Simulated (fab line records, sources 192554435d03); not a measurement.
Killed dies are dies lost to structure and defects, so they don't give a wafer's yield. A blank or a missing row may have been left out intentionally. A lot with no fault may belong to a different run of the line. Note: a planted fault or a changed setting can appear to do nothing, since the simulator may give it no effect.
Chamber matching | flow n5Finfet | N5_BEOL_M12_ETCH_67 on rieDiel-01: 4 sister chambers
The step etches SiARC in CF4, target depth 143 nm, time 238.3 s. 16 wafers are shown with their chamber, then 8 later ones without.

WAFERS PAIRED WITH THEIR CHAMBERS
wafer  | chamber | drypumpMotorCurrentA (A) | showerheadPlenumPTorr (Torr) | throttleValvePct (%)
L075.1 | 0       | 5.1                      | 2.09                         | 15.38
L075.3 | 1       | 5.6                      | 2.17                         | 15.24
L075.6 | 1       | 5.6                      | 2.17                         | 15.22
L077.2 | 3       | 5.2                      | 2.07                         | 15.60
L077.3 | 1       | 5.6                      | 2.17                         | 15.22
L077.6 | 0       | 5.1                      | 2.09                         | 15.39
L078.2 | 0       | 5.0                      | 2.09                         | 15.40
L078.3 | 3       | 5.2                      | 2.07                         | 15.61
L078.5 | 1       | 5.6                      | 2.17                         | 15.23
L088.1 | 3       | 5.2                      | 2.07                         | 15.66
L088.2 | 2       | 5.8                      | 2.10                         | 15.63
L088.6 | 1       | 5.6                      | 2.16                         | 15.29
L089.1 | 3       | 5.2                      | 2.06                         | 15.66
L089.3 | 1       | 5.6                      | 2.16                         | 15.29
L089.5 | 1       | 5.6                      | 2.16                         | 15.30
L093.1 | 0       | 5.1                      | 2.08                         | 15.44

SIGNATURES (means of the wafers above)
reading               | chamber 0 | chamber 1 | chamber 2 | chamber 3 | scatter within a chamber
drypumpMotorCurrentA  | 5.075     | 5.600     | 5.800     | 5.200     | 0.025
showerheadPlenumPTorr | 2.0875    | 2.1657    | 2.1000    | 2.0675    | 0.00518
throttleValvePct      | 15.4025   | 15.2557   | 15.6300   | 15.6325   | 0.0328
Rule: distance of a wafer from a chamber = root of the sum over the readings of ((wafer's reading minus chamber's mean) / reading's scatter) squared. The wafer belongs to the nearest chamber; if the next one is less than 2 further off, it can't be placed. The scatter: take each reading less its chamber's mean, square it, sum over the shown wafers, divide by the number of wafers less the number of chambers, and take the root.

WAFERS WITHOUT THEIR CHAMBER
wafer  | drypumpMotorCurrentA (A) | showerheadPlenumPTorr (Torr) | throttleValvePct (%)
L093.3 | 5.6                      | 2.15                         | 15.31
L093.4 | 5.8                      | 2.09                         | 15.66
L092.1 | 5.8                      | 2.09                         | 15.67
L092.2 | 5.0                      | 2.08                         | 15.44
L092.6 | 5.2                      | 2.06                         | 15.66
L096.1 | 5.5                      | 2.15                         | 15.31
L096.2 | 5.1                      | 2.08                         | 15.44
L096.5 | 5.8                      | 2.09                         | 15.67

CHAMBER TAKEN BY EACH
wafer  | from the rows above | in truth
L093.3 | 1                   | 1
L093.4 | 2                   | 2
L092.1 | 2                   | 2
L092.2 | 0                   | 0
L092.6 | 3                   | 3
L096.1 | 1                   | 1
L096.2 | 0                   | 0
L096.5 | 2                   | 2
Correct placement for 8 of the 8. From these rows, 0 cannot be placed. Placed wrongly: 0.
